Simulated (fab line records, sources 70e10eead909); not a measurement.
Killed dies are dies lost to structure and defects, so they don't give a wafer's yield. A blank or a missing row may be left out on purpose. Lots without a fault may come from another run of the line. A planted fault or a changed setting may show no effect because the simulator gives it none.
fab line records | flow nand_harc
record lots=13 wafers=39 last_day=34
route steps=1302 shown A_ONON_D1@443 A_CHANNEL_HOLE_D1@457 END@1302
lots that met no fault: from a run of the same line without faults
start_h: hours from the record's first day to the start of the lot's first wafer shown | wait_h: hours since the lot's step before | " the same as in the row above | L1.1+2: a row that stands for several wafers | - no value, or no start given | * or withheld: withheld | < > ~ a bound
route shown NAME@n: a module of which the file shows steps, and the number in the route of the first | usual: mean/standard deviation of fault-free wafers | same: alike in all rows | chamber/n: place in a boat | sites: the reading at each site | _std_site: their standard deviation | _edge_site: outer sites' mean less inner sites' | radius_mm: how far each site lies from the wafer's centre | mask NAME#n: copy n | behind: the tool/chamber that last shaped the wafer | hold: why the lot was held/for how many hours/how that ended | device: the transistor (n, p or np) that didn't switch | end of line: the same wafers' tests at the end of the route | a step without rows: its recipe alone | killed: dies lost to structure and defects at the first sort, not the wafer's yield | map: a wafer's dies, x killed, . not, _ none there
set.NAME: the setting as run; set.NAME@STEP: as run at that earlier step | model.NAME: the simulator's own value behind a step, which no gauge read
steps of the route over a sample of lots; a table a step, a row a wafer
services: from which hour (start_h, from the record's first day; less than 0 if before it) a tool's chamber was out of use, for how many hours, and why
## steps
# step NHARC_A_ONON_D1_THK_MEAS_27
# recipe thk_meas_gauge=ellipsometry
# usual thk_nm=1001/13
# columns lot.wafer tool chamber start_h wait_h thk_nm
L666.2 film_metro-01 - 189.13 - 1004
L666.3 " - " " 1008
L666.6 " - " " 1007
L668.1 film_metro-01 - 211.49 - 1007
L668.4 " - " " 1006
L668.5 " - " " 1006
L670.3 film_metro-01 - 231.54 - 999
L670.4 " - " " 999
L670.5 " - " " 999
L669.1 film_metro-02 - 231.55 - 1016
L669.4 " - " " 1016
L669.6 " - " " 1014
L672.1 film_metro-02 - 248.51 - 1013
L672.5 " - " " 1014
L672.6 " - " " 1011
L671.2 film_metro-01 - 248.52 - 1010
L671.3 " - " " 1009
L671.6 " - " " 1010
L679.2 film_metro-02 - 315.26 - 1004
L679.3 " - " " 1000
L679.4 " - " " 1003
L681.2 film_metro-02 - 337.22 - 973
L681.4 " - " " 972
L681.5 " - " " 973
L682.2 film_metro-01 - 353.76 - 1005
L682.4 " - " " 1008
L682.5 " - " " 1007
L683.1 film_metro-02 - 365.77 - 1016
L683.2 " - " " 1015
L683.4 " - " " 1016
L685.2 film_metro-01 - 374.47 - 991
L685.4 " - " " 993
L685.5 " - " " 992
L686.2 film_metro-01 - 386.83 - 1044
L686.4 " - " " 1044
L686.6 " - " " 1043
L687.2 film_metro-01 - 409.13 - 986
L687.4 " - " " 986
L687.6 " - " " 988
# step NHARC_A_CHANNEL_HOLE_D1_SOFTBAKE_05
# recipe temp_c=105 time_s=55
# usual heater_power_total_W=188.44/0.13 resist_line_temp_C=23.02/0.1
# columns lot.wafer tool chamber start_h wait_h heater_power_total_W resist_line_temp_C
L666.2 litho_track-04 0 198 - 188.38 22.96
L666.3 " 0 " " 188.68 22.97
L666.6 " 0 " " 188.28 22.94
L668.1 litho_track-06 0 216 - 188.36 23.08
L668.4 " 0 " " 188.29 23.14
L668.5 " 0 " " 188.52 23.12
L670.3 litho_track-04 0 234 - 188.27 23.18
L670.4 " 0 " " 188.38 23.18
L670.5 " 0 " " 188.51 23.14
L669.1 litho_track-01 0 235 - 188.46 23.00
L669.4 " 0 " " 188.70 23.12
L669.6 " 0 " " 188.66 23.07
L672.1 litho_track-04 0 255 - 188.29 23.06
L672.5 " 0 " " 188.31 22.99
L672.6 " 0 " " 188.30 23.04
L671.2 litho_track-06 0 257 - 188.38 22.96
L671.3 " 0 " " 188.37 22.72
L671.6 " 0 " " 188.44 22.92
L679.2 litho_track-04 0 322 - 188.30 23.11
L679.3 " 0 " " 188.45 23.08
L679.4 " 0 " " 188.36 23.05
L681.2 litho_track-04 0 340 - 191.42 22.91
L681.4 " 0 " " 191.45 23.33
L681.5 " 0 " " 191.39 23.01
L682.2 litho_track-04 0 358 - 191.43 22.94
L682.4 " 0 " " 191.78 23.01
L682.5 " 0 " " 191.56 22.83
L683.1 litho_track-01 0 369 - 188.60 22.92
L683.2 " 0 " " 188.36 22.92
L683.4 " 0 " " 188.51 22.85
L685.2 litho_track-01 0 381 - 188.44 22.81
L685.4 " 0 " " 188.67 22.91
L685.5 " 0 " " 188.30 23.04
L686.2 litho_track-06 0 390 - 188.40 23.05
L686.4 " 0 " " 188.44 22.89
L686.6 " 0 " " 188.39 22.91
L687.2 litho_track-01 0 413 - 188.39 23.26
L687.4 " 0 " " 188.40 23.23
L687.6 " 0 " " 188.66 23.18
# step NHARC_A_CHANNEL_HOLE_D1_INSPECT_12
# usual raw_defect_count=5.9/2.9
# columns lot.wafer tool chamber start_h wait_h raw_defect_count
L666.2 defect_inspect-01 - 198.81 0.0 8
L666.3 " - " " 13
L666.6 " - " " 7
L668.1 defect_inspect-02 - 217.26 0.0 4
L668.4 " - " " 10
L668.5 " - " " 5
L670.3 defect_inspect-02 - 235.34 0.0 7
L670.4 " - " " 2
L670.5 " - " " 8
L669.1 defect_inspect-02 - 235.58 0.0 3
L669.4 " - " " 5
L669.6 " - " " 3
L672.1 defect_inspect-02 - 256.41 0.0 6
L672.5 " - " " 0
L672.6 " - " " 3
L671.2 defect_inspect-02 - 257.73 0.0 6
L671.3 " - " " 10
L671.6 " - " " 3
L679.2 defect_inspect-01 - 323.31 0.0 2
L679.3 " - " " 6
L679.4 " - " " 2
L681.2 defect_inspect-02 - 341.17 0.0 8
L681.4 " - " " 5
L681.5 " - " " 2
L682.2 defect_inspect-01 - 358.72 0.0 4
L682.4 " - " " 4
L682.5 " - " " 5
L683.1 defect_inspect-01 - 369.73 0.0 9
L683.2 " - " " 9
L683.4 " - " " 11
L685.2 defect_inspect-02 - 381.61 0.0 5
L685.4 " - " " 3
L685.5 " - " " 5
L686.2 defect_inspect-01 - 390.76 0.0 9
L686.4 " - " " 5
L686.6 " - " " 5
L687.2 defect_inspect-01 - 414.25 0.0 2
L687.4 " - " " 5
L687.6 " - " " 8
# step NHARC_A_CHANNEL_HOLE_D1_DESCUM_15
# recipe time_s=3 o2_flow_sccm=200 ar_flow_sccm=0 bias_power_w=0 chemistry=O2
# usual drypump_motor_current_A=5.64/0.28 o2_flow_sccm=200.1/1.1 oes_product_au=1.001/0.0069 rf_vpp_V=57.9/0.92 showerhead_plenum_p_Torr=1.92/0.1 throttle_valve_pct=11.310/0.009
# columns lot.wafer tool chamber start_h wait_h drypump_motor_current_A o2_flow_sccm oes_product_au rf_hours_counter_h rf_vpp_V showerhead_plenum_p_Torr throttle_valve_pct
L666.3 rie_diel-07 1 198.87 0.1 5.73 199.9 0.992 26 57.2 1.82 11.305
L666.2 " 0 " " 6.06 200.0 0.999 26 56.6 1.78 11.309
L666.6 " 1 " " 5.73 200.2 1.006 - 57.7 1.82 11.316
L668.1 rie_diel-01 0 217.33 0.1 5.63 200.0 0.990 0 58.7 2.05 11.311
L668.4 " 3 " " 5.32 200.3 0.996 0 58.0 1.79 11.304
L668.5 " 0 " " 5.60 200.4 0.996 - 58.1 2.05 11.303
L670.3 rie_diel-01 2 235.41 0.1 5.62 199.7 0.993 1 57.4 1.99 11.292
L670.4 " 0 " " 5.61 199.3 0.997 1 58.0 2.05 11.303
L670.5 " 2 " " 5.70 200.6 0.998 - 59.1 1.99 11.312
L669.1 rie_diel-07 2 235.64 0.1 5.91 200.0 1.004 37 57.3 1.90 11.321
L669.4 " 3 " " 6.16 199.6 0.996 40 59.1 2.04 11.307
L669.6 " 3 " " 6.16 199.6 0.991 - 57.8 2.04 11.308
L672.1 rie_diel-01 3 256.50 0.1 5.29 200.4 1.002 3 58.8 1.79 11.316
L672.6 " 0 " " 5.60 200.0 1.010 - 58.3 2.05 11.313
L672.5 " 1 " " 5.35 200.2 1.001 - 58.1 1.93 11.317
L671.3 rie_diel-07 1 257.80 0.1 5.71 200.0 1.005 44 58.0 1.81 11.306
L671.2 " 3 " " 6.13 200.3 0.996 43 58.4 2.04 11.311
L671.6 " 1 " " 5.74 199.6 1.009 - 57.7 1.81 11.305
L679.2 rie_diel-01 1 323.37 0.1 5.33 200.0 0.996 10 57.9 1.92 11.311
L679.4 " 3 " " 5.31 200.7 0.997 9 56.9 1.79 11.311
L679.3 " 0 " " 5.61 200.5 0.988 9 58.1 2.05 11.308
L681.2 rie_diel-01 1 341.25 0.1 5.35 199.5 0.998 11 58.9 1.92 11.341
L681.5 " 1 " " 5.36 199.1 0.994 - 57.8 1.92 11.305
L681.4 " 2 " " 5.71 199.8 1.003 - 57.1 1.98 11.309
L682.4 rie_diel-01 0 358.79 0.1 5.66 200.8 1.003 11 58.3 2.05 11.306
L682.2 " 1 " " 5.38 200.8 1.020 13 56.8 1.92 11.304
L682.5 " 0 " " 5.61 200.6 1.007 - 58.3 2.05 11.309
L683.2 rie_diel-01 3 369.80 0.1 5.31 199.4 0.991 13 56.5 1.78 11.294
L683.4 " 1 " " 5.37 199.0 0.998 14 58.3 1.92 11.305
L683.1 " 2 " " 5.67 199.8 1.004 14 58.6 1.98 11.288
L685.2 rie_diel-07 1 381.67 0.1 5.72 200.5 0.997 26 55.2 1.80 11.320
L685.4 " 2 " " 5.96 201.1 1.005 24 57.4 1.89 11.316
L685.5 " 2 " " 5.98 200.3 1.002 - 57.8 1.89 11.317
L686.4 rie_diel-01 1 390.83 0.1 5.37 200.3 0.998 0 57.6 1.92 11.314
L686.2 " 2 " " 5.74 201.0 1.002 0 56.9 1.98 11.312
L686.6 " 0 " " 5.62 200.1 0.994 - 59.3 2.05 11.317
L687.2 rie_diel-07 2 414.32 0.1 5.95 201.0 1.006 37 57.0 1.89 11.305
L687.6 " 0 " " 6.07 199.8 1.004 - 56.9 1.76 11.317
L687.4 " 3 " " 6.15 199.7 1.002 - 58.8 2.03 11.325
# step NHARC_END_SORT_01
# recipe temp_c=25
# usual killed_at_array=56/21 killed_at_other=1.2/1.6 killed_at_periphery=3.7/2.5 killed_dies=61/21 killed_open=3.1/1.8 killed_short=2.8/1.7
# same gross_dies=677
# columns lot.wafer tool chamber start_h wait_h killed_at_array killed_at_other killed_at_periphery killed_dies killed_open killed_short
L686.2 prober-02 0 780.99 2.8 34 0 5 39 2 0
L686.4 prober-02 0 782.60 3.4 41 3 4 48 5 1
L686.6 prober-02 0 784.20 4.0 42 1 3 46 1 1
# killed by level:class
L686.2 A_CHANNEL_HOLE_D1:chamber_film_flake=20 A_SLIT:chamber_film_flake=11 P_CONTACT:chamber_film_flake=4 A_CHANNEL_FILL_D2:geometric_particle:open=1 A_M1:geometric_particle:open=1 P_GATE:chamber_film_flake=1 A_CONTACT:chamber_film_flake=1
L686.4 A_CHANNEL_HOLE_D1:chamber_film_flake=19 A_SLIT:chamber_film_flake=5 A_STAIRCASE:chamber_film_flake=4 STARTING-WAFER:geometric_particle:open=2 P_CONTACT:chamber_film_flake=2 A_DECK1_JOINT:chamber_film_flake=2 A_WL_FILL:chamber_film_flake=2 A_CONTACT:chamber_film_flake=2
L686.6 A_CHANNEL_HOLE_D1:chamber_film_flake=26 A_SLIT:chamber_film_flake=5 A_CONTACT:chamber_film_flake=5 P_CONTACT:chamber_film_flake=2 A_WL_FILL:chamber_film_flake=2 A_ONON_D1:geometric_particle:short=1 A_CHANNEL_HOLE_D2:geometric_particle:open=1 P_GATE:chamber_film_flake=1
## services
# columns tool chamber start_h hours kind
litho_track-06 - 179.00 7.0 pm
rie_diel-01 0 183.10 - clean
rie_diel-01 1 183.10 - clean
rie_diel-01 2 183.10 - clean
rie_diel-01 3 183.10 - clean
rie_diel-01 1 195.74 3.0 repair
rie_diel-01 3 201.20 7.4 repair
litho_track-04 - 203.00 7.0 pm
rie_diel-01 - 204.03 9.0 pm
rie_diel-01 0 204.03 9.0 vent_cycle
rie_diel-01 1 204.03 9.0 vent_cycle
rie_diel-01 2 204.03 9.0 vent_cycle
rie_diel-01 0 213.03 - clean
rie_diel-01 1 213.03 - clean
rie_diel-07 - 253.45 0.7 repair
rie_diel-07 0 275.90 13.9 repair
rie_diel-07 - 294.35 9.0 pm
rie_diel-07 3 327.72 7.0 repair
litho_track-01 - 330.00 7.0 pm
rie_diel-01 0 340.62 2.5 repair
litho_track-06 - 354.00 7.0 pm
litho_track-04 - 378.00 7.0 pm
rie_diel-01 - 381.03 9.0 pm
rie_diel-07 1 400.98 15.2 repair
## key
first_sign step=NHARC_A_CHANNEL_HOLE_D1_SOFTBAKE_05 reading=heater_power_total_W direction=up sigmas=25 usual=* struck=*
effect none on later readings
met_at NHARC_A_CHANNEL_HOLE_D1_SOFTBAKE_05
struck_lots L681,L682
tester_left_out L681,L682
loop_trim step=NHARC_A_CHANNEL_HOLE_D1_EXPOSE_07 setting=dose lots=L682
not_acting_at NHARC_A_ONON_D1_THK_MEAS_27,NHARC_A_CHANNEL_HOLE_D1_INSPECT_12,NHARC_A_CHANNEL_HOLE_D1_DESCUM_15
onset_between 322 340
fault kind=process_parameter_drift tool=litho_track-04 chamber=- onset_h=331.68 steps=NHARC_A_CHANNEL_HOLE_D1_SOFTBAKE_05 channel=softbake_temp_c offset=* shape=step end_h=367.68 acts_in=* stated=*
# tester_left_out: of these lots the tester's yield and bins aren't shown, on N5 and GAA mostly nor the transistor test; their killed dies are dies lost to structure and defects alone, not to doping, threshold or leakage, so they don't give the yield
# loop_trim: a control loop set the setting to another value than it would have without faults
